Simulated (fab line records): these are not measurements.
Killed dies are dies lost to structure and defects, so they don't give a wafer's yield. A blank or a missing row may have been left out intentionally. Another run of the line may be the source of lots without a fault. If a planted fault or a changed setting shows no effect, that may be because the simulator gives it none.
Which tool did it? / flow n5_finfet / 30 wafers from 10 lots sampled at 5 of the route's 1938 steps

== WHAT EACH GAUGE READ, for each wafer ==
N5_WELL_APT_OVL_MEAS_09. Usual: NWELL_OVL typically reads 5 nm, with standard deviation 7.1.
lot=L506; measured=day 2 01:51; on=overlay-02; NWELL_OVL (nm)=2 11 12; flag=
lot=L507; measured=day 2 07:43; on=overlay-01; NWELL_OVL (nm)=-3 -7 -4; flag=
lot=L509; measured=day 2 19:43; on=overlay-02; NWELL_OVL (nm)=10 11 7; flag=
lot=L510; measured=day 3 01:35; on=overlay-01; NWELL_OVL (nm)=14 8 16; flag=
lot=L513; measured=day 3 19:53; on=overlay-01; NWELL_OVL (nm)=1 10 -9; flag=
lot=L519; measured=day 5 07:59; on=overlay-01; NWELL_OVL (nm)=-4 1 -3; flag=
lot=L520; measured=day 5 13:43; on=overlay-02; NWELL_OVL (nm)=-2 -3 -2; flag=
lot=L521; measured=day 5 19:43; on=overlay-02; NWELL_OVL (nm)=2 4 4; flag=
lot=L525; measured=day 6 19:49; on=overlay-01; NWELL_OVL (nm)=-2 9 4; flag=
lot=L527; measured=day 7 08:09; on=overlay-01; NWELL_OVL (nm)=16 8 11; flag=

N5_WELL_APT_CD_MEAS_25: the cd target is 200 nm. Usual: cd_nm at 199.7 nm, with a standard deviation of 1.5.
lot=L506; measured=day 2 03:22; on=cd_sem-01; cd_nm (nm)=197.9 197.4 197.2; flag=
lot=L507; measured=day 2 09:05; on=cd_sem-01; cd_nm (nm)=199.6 198.5 199.8; flag=
lot=L509; measured=day 2 21:17; on=cd_sem-03; cd_nm (nm)=199.7 199.1 201.1; flag=
lot=L510; measured=day 3 02:41; on=cd_sem-01; cd_nm (nm)=195.7 197.8 198.9; flag=
lot=L513; measured=day 3 21:03; on=cd_sem-02; cd_nm (nm)=199.4 201.0 202.0; flag=
lot=L519; measured=day 5 09:29; on=cd_sem-03; cd_nm (nm)=199.9 199.2 199.1; flag=
lot=L520; measured=day 5 14:56; on=cd_sem-01; cd_nm (nm)=201.9 201.6 201.3; flag=
lot=L521; measured=day 5 20:50; on=cd_sem-02; cd_nm (nm)=202.9 200.2 200.4; flag=
lot=L525; measured=day 6 21:04; on=cd_sem-03; cd_nm (nm)=200.3 199.6 200.5; flag=
lot=L527; measured=day 7 09:18; on=cd_sem-02; cd_nm (nm)=198.5 200.2 197.1; flag=

N5_BEOL_M4_RC_MEAS_101. Usual: DIBL_N 35.9 mV/V, standard deviation 1.2; DIBL_P 35.9 mV/V, standard deviation 1.4; IOFF_N 0.149 nA/um, standard deviation 0.02; IOFF_P 0.205 nA/um, standard deviation 0.022; ION_N 671 uA/um, standard deviation 8.8; ION_P 461 uA/um, standard deviation 5.9; RS_NWELL 1037 ohm/sq, standard deviation 7.8; SS_N 71.4 mV/dec, standard deviation 0.51; SS_P 73.2 mV/dec, standard deviation 0.56; VT_N 250.6 mV, standard deviation 2.5; VT_P -250.1 mV, standard deviation 2.3.
lot=L506; measured=day 9 22:42; on=prober-01; DIBL_N (mV/V)=35.4 33.3 34.8; DIBL_P (mV/V)=34.4 32.3 34.4; IOFF_N (nA/um)=0.140 0.110 0.138; IOFF_P (nA/um)=0.211 0.177 0.211; ION_N (uA/um)=667 657 667; ION_P (uA/um)=460 453 460; RS_NWELL (ohm/sq)=1043 1050 1046; SS_N (mV/dec)=71.2 70.9 70.9; SS_P (mV/dec)=73.0 72.9 72.8; VT_N (mV)=250.7 254.6 249.5; VT_P (mV)=-247.5 -249.7 -247.5; flag=
lot=L507; measured=day 11 01:32; on=prober-02; DIBL_N (mV/V)=37.0 35.5 38.0; DIBL_P (mV/V)=37.7 36.1 38.8; IOFF_N (nA/um)=0.184 0.155 0.207; IOFF_P (nA/um)=0.238 0.216 0.269; ION_N (uA/um)=672 674 686; ION_P (uA/um)=458 463 467; RS_NWELL (ohm/sq)=1029 1031 1024; SS_N (mV/dec)=71.2 70.7 72.1; SS_P (mV/dec)=73.6 73.3 73.7; VT_N (mV)=248.2 249.1 248.1; VT_P (mV)=-247.7 -250.2 -247.6; flag=
lot=L509; measured=day 11 06:17; on=prober-02; DIBL_N (mV/V)=37.3 37.2 36.7; DIBL_P (mV/V)=36.6 37.1 36.6; IOFF_N (nA/um)=0.157 0.161 0.153; IOFF_P (nA/um)=0.214 0.222 0.214; ION_N (uA/um)=664 674 676; ION_P (uA/um)=461 467 463; RS_NWELL (ohm/sq)=1037 1033 1041; SS_N (mV/dec)=72.2 71.4 71.5; SS_P (mV/dec)=73.2 73.3 73.2; VT_N (mV)=249.4 248.5 248.4; VT_P (mV)=-245.2 -248.9 -249.7; flag=
lot=L510; measured=day 11 06:32; on=prober-01; DIBL_N (mV/V)=35.2 36.3 35.7; DIBL_P (mV/V)=35.3 36.9 36.8; IOFF_N (nA/um)=0.126 0.146 0.137; IOFF_P (nA/um)=0.174 0.195 0.201; ION_N (uA/um)=666 674 667; ION_P (uA/um)=451 460 464; RS_NWELL (ohm/sq)=1044 1043 1055; SS_N (mV/dec)=71.1 72.0 71.2; SS_P (mV/dec)=72.8 73.3 73.7; VT_N (mV)=252.4 251.7 254.8; VT_P (mV)=-251.1 -251.5 -249.2; flag=
lot=L513; measured=day 11 21:37; on=prober-01; DIBL_N (mV/V)=35.7 36.9 35.2; DIBL_P (mV/V)=36.0 36.2 35.9; IOFF_N (nA/um)=0.151 0.166 0.150; IOFF_P (nA/um)=0.183 0.192 0.193; ION_N (uA/um)=675 676 674; ION_P (uA/um)=460 461 462; RS_NWELL (ohm/sq)=1034 1029 1037; SS_N (mV/dec)=71.8 71.2 71.6; SS_P (mV/dec)=74.0 72.9 73.8; VT_N (mV)=249.8 249.4 251.1; VT_P (mV)=-251.0 -253.4 -250.8; flag=
lot=L519; measured=day 12 23:56; on=prober-01; DIBL_N (mV/V)=37.0 36.0 34.1; DIBL_P (mV/V)=36.8 36.0 34.7; IOFF_N (nA/um)=0.170 0.155 0.130; IOFF_P (nA/um)=0.199 0.202 0.176; ION_N (uA/um)=677 671 678; ION_P (uA/um)=458 464 464; RS_NWELL (ohm/sq)=1295 1295 1291; SS_N (mV/dec)=72.5 71.8 70.8; SS_P (mV/dec)=72.5 73.2 72.4; VT_N (mV)=248.1 248.7 250.4; VT_P (mV)=-249.3 -251.8 -251.6; flag=OFF
lot=L520; measured=day 14 20:47; on=prober-02; DIBL_N (mV/V)=35.2 34.3 36.0; DIBL_P (mV/V)=35.7 33.9 35.9; IOFF_N (nA/um)=0.155 0.130 0.161; IOFF_P (nA/um)=0.208 0.185 0.214; ION_N (uA/um)=679 673 684; ION_P (uA/um)=461 470 473; RS_NWELL (ohm/sq)=1274 1294 1290; SS_N (mV/dec)=71.3 70.8 71.6; SS_P (mV/dec)=73.5 72.9 74.0; VT_N (mV)=250.0 253.4 248.7; VT_P (mV)=-251.0 -250.6 -246.9; flag=OFF
lot=L521; measured=day 13 09:41; on=prober-01; DIBL_N (mV/V)=36.2 36.0 36.6; DIBL_P (mV/V)=37.5 37.1 38.0; IOFF_N (nA/um)=0.150 0.156 0.162; IOFF_P (nA/um)=0.202 0.198 0.208; ION_N (uA/um)=672 672 674; ION_P (uA/um)=464 458 465; RS_NWELL (ohm/sq)=1025 1037 1033; SS_N (mV/dec)=71.1 70.9 71.8; SS_P (mV/dec)=73.4 73.2 73.9; VT_N (mV)=249.7 249.8 247.4; VT_P (mV)=-249.9 -249.9 -251.6; flag=
lot=L525; measured=day 15 04:07; on=prober-02; DIBL_N (mV/V)=35.6 36.9 36.2; DIBL_P (mV/V)=35.4 37.1 35.8; IOFF_N (nA/um)=0.138 0.156 0.145; IOFF_P (nA/um)=0.189 0.223 0.202; ION_N (uA/um)=679 673 665; ION_P (uA/um)=462 460 456; RS_NWELL (ohm/sq)=1036 1034 1039; SS_N (mV/dec)=71.5 71.5 71.6; SS_P (mV/dec)=73.1 73.9 72.9; VT_N (mV)=250.3 247.9 247.4; VT_P (mV)=-253.0 -248.4 -251.8; flag=
lot=L527; measured=day 16 00:40; on=prober-02; DIBL_N (mV/V)=37.5 36.5 36.1; DIBL_P (mV/V)=35.7 34.1 34.7; IOFF_N (nA/um)=0.171 0.145 0.144; IOFF_P (nA/um)=0.244 0.216 0.222; ION_N (uA/um)=680 664 673; ION_P (uA/um)=473 461 470; RS_NWELL (ohm/sq)=1052 1052 1054; SS_N (mV/dec)=71.2 71.5 71.0; SS_P (mV/dec)=74.4 74.0 73.2; VT_N (mV)=247.1 249.7 249.8; VT_P (mV)=-247.2 -248.4 -246.4; flag=

== TOOL THAT RAN EACH LOT (tool first, then ch and the chambers of the sampled wafers, then the start) ==
lot=L506; N5_ZERO_LAYER_ETCH_17=rie_diel-02 ch 1,2, day 2 00:52; N5_WELL_APT_IMPLANT_14=implanter-01 ch 0, day 2 02:25
lot=L507; N5_ZERO_LAYER_ETCH_17=rie_diel-04 ch 1,2, day 2 06:51; N5_WELL_APT_IMPLANT_14=implanter-01 ch 0, day 2 07:53
lot=L509; N5_ZERO_LAYER_ETCH_17=rie_diel-02 ch 1,3, day 2 18:43; N5_WELL_APT_IMPLANT_14=implanter-01 ch 0, day 2 20:13
lot=L510; N5_ZERO_LAYER_ETCH_17=rie_diel-02 ch 1,2, day 3 00:43; N5_WELL_APT_IMPLANT_14=implanter-02 ch 0, day 3 01:45
lot=L513; N5_ZERO_LAYER_ETCH_17=rie_diel-01 ch 1,2,3, day 3 18:52; N5_WELL_APT_IMPLANT_14=implanter-02 ch 0, day 3 20:12
lot=L519; N5_ZERO_LAYER_ETCH_17=rie_diel-01 ch 0,1,2, day 5 06:58; N5_WELL_APT_IMPLANT_14=implanter-01 ch 0, day 5 08:25
lot=L520; N5_ZERO_LAYER_ETCH_17=rie_diel-01 ch 2,3, day 5 12:50; N5_WELL_APT_IMPLANT_14=implanter-01 ch 0, day 5 13:54
lot=L521; N5_ZERO_LAYER_ETCH_17=rie_diel-04 ch 0,1,3, day 5 18:51; N5_WELL_APT_IMPLANT_14=implanter-02 ch 0, day 5 19:56
lot=L525; N5_ZERO_LAYER_ETCH_17=rie_diel-01 ch 0,1, day 6 18:49; N5_WELL_APT_IMPLANT_14=implanter-02 ch 0, day 6 20:02
lot=L527; N5_ZERO_LAYER_ETCH_17=rie_diel-02 ch 1,3, day 7 07:15; N5_WELL_APT_IMPLANT_14=implanter-02 ch 0, day 7 08:22
- N5_ZERO_LAYER_ETCH_17: etches SiO2 in CF4, target depth 12 nm, time 13.3 s.
- N5_WELL_APT_IMPLANT_14

== AS READ BY THE TOOLS THEMSELVES (means over the sampled wafers that have a number; for cases with no such wafer, the mark the record gives instead) ==
N5_ZERO_LAYER_ETCH_17. Usual: chamber_pressure_mTorr 40.00 mTorr, standard deviation 0.036; drypump_motor_current_A 5.6 A, standard deviation 0.47; oes_product_au 0.77 a.u., standard deviation 0.094; rf_vpp_V 949 V, standard deviation 4.6; showerhead_plenum_p_Torr 2.15 Torr, standard deviation 0.073; throttle_valve_pct 15.65 %, standard deviation 0.27.
lot=L506; tool=rie_diel-02; chamber_pressure_mTorr (mTorr)=40.01; drypump_motor_current_A (A)=5.2; oes_product_au (a.u.)=0.69; rf_vpp_V (V)=951; showerhead_plenum_p_Torr (Torr)=2.17; throttle_valve_pct (%)=15.80; flag=
lot=L507; tool=rie_diel-04; chamber_pressure_mTorr (mTorr)=40.02; drypump_motor_current_A (A)=5.8; oes_product_au (a.u.)=0.76; rf_vpp_V (V)=952; showerhead_plenum_p_Torr (Torr)=2.20; throttle_valve_pct (%)=15.52; flag=
lot=L509; tool=rie_diel-02; chamber_pressure_mTorr (mTorr)=40.00; drypump_motor_current_A (A)=5.3; oes_product_au (a.u.)=0.77; rf_vpp_V (V)=948; showerhead_plenum_p_Torr (Torr)=2.13; throttle_valve_pct (%)=15.61; flag=
lot=L510; tool=rie_diel-02; chamber_pressure_mTorr (mTorr)=40.00; drypump_motor_current_A (A)=5.2; oes_product_au (a.u.)=0.69; rf_vpp_V (V)=950; showerhead_plenum_p_Torr (Torr)=2.17; throttle_valve_pct (%)=15.82; flag=
lot=L513; tool=rie_diel-01; chamber_pressure_mTorr (mTorr)=40.03; drypump_motor_current_A (A)=5.7; oes_product_au (a.u.)=0.70; rf_vpp_V (V)=946; showerhead_plenum_p_Torr (Torr)=2.09; throttle_valve_pct (%)=15.81; flag=
lot=L519; tool=rie_diel-01; chamber_pressure_mTorr (mTorr)=39.99; drypump_motor_current_A (A)=6.0; oes_product_au (a.u.)=0.70; rf_vpp_V (V)=946; showerhead_plenum_p_Torr (Torr)=2.09; throttle_valve_pct (%)=15.79; flag=
lot=L520; tool=rie_diel-01; chamber_pressure_mTorr (mTorr)=40.00; drypump_motor_current_A (A)=5.6; oes_product_au (a.u.)=0.72; rf_vpp_V (V)=950; showerhead_plenum_p_Torr (Torr)=2.16; throttle_valve_pct (%)=15.75; flag=
lot=L521; tool=rie_diel-04; chamber_pressure_mTorr (mTorr)=40.01; drypump_motor_current_A (A)=5.7; oes_product_au (a.u.)=0.82; rf_vpp_V (V)=945; showerhead_plenum_p_Torr (Torr)=2.08; throttle_valve_pct (%)=15.54; flag=
lot=L525; tool=rie_diel-01; chamber_pressure_mTorr (mTorr)=40.00; drypump_motor_current_A (A)=5.9; oes_product_au (a.u.)=0.90; rf_vpp_V (V)=956; showerhead_plenum_p_Torr (Torr)=2.26; throttle_valve_pct (%)=15.63; flag=
lot=L527; tool=rie_diel-02; chamber_pressure_mTorr (mTorr)=40.03; drypump_motor_current_A (A)=5.3; oes_product_au (a.u.)=0.91; rf_vpp_V (V)=947; showerhead_plenum_p_Torr (Torr)=2.13; throttle_valve_pct (%)=15.33; flag=

N5_WELL_APT_IMPLANT_14. Usual: beam_energy_keV at 160.00, with a standard deviation of 0.048.
lot=L506 tool=implanter-01 beam_energy_keV=159.99 flag=
lot=L507 tool=implanter-01 beam_energy_keV=160.00 flag=
lot=L509 tool=implanter-01 beam_energy_keV=159.97 flag=
lot=L510 tool=implanter-02 beam_energy_keV=160.00 flag=
lot=L513 tool=implanter-02 beam_energy_keV=160.01 flag=
lot=L519 tool=implanter-01 beam_energy_keV=113.65 flag=OFF
lot=L520 tool=implanter-01 beam_energy_keV=113.66 flag=OFF
lot=L521 tool=implanter-02 beam_energy_keV=159.95 flag=
lot=L525 tool=implanter-02 beam_energy_keV=160.02 flag=
lot=L527 tool=implanter-02 beam_energy_keV=160.04 flag=

== THE ANSWER, worked out from the rows above alone ==
Rule: take the mean of a lot's wafers that have a number; if it is more than 3 standard deviations from the usual mean, the lot is off. A lot without any number at a reading at which 4 lots or more have one is off too. The other lots that the step has rows for count as sound. First the gauges in route order, then the tools' own readings, where a lot's mean is used as printed above. At the first step where some lot is off, the reading lying furthest off is the one used; lots without a number count as furthest.
Off: L519, L520, at N5_BEOL_M4_RC_MEAS_101 (RS_NWELL).
A tool fits if, at a process step before that reading, it ran every lot that is off, and no sound lot after the first of them. Not tried: the gauges at N5_BEOL_M4_RC_MEAS_101; whatever is off there is also off at N5_WELL_APT_IMPLANT_14, on other tools, and gauge error can't account for it. One candidate fits, namely implanter-01 at N5_WELL_APT_IMPLANT_14. A fault onset in the window from L509 (day 2 20:13, its last sound lot) to L519 (day 5 08:25, its first lot off) fits.
The tool's own readings at N5_WELL_APT_IMPLANT_14 bear it out: on the lots that are off they differ by more than 5 times the standard deviation of the sound lots' means. beam_energy_keV reads 113.66 there against 160.00 on the sound lots.

== WHAT THE SIMULATOR HAD INSERTED ==
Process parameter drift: implanter-01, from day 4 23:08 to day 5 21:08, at N5_WELL_APT_IMPLANT_14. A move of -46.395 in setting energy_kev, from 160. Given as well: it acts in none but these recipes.
Shown lots that were struck: L519, L520. Same finding as the rule above.
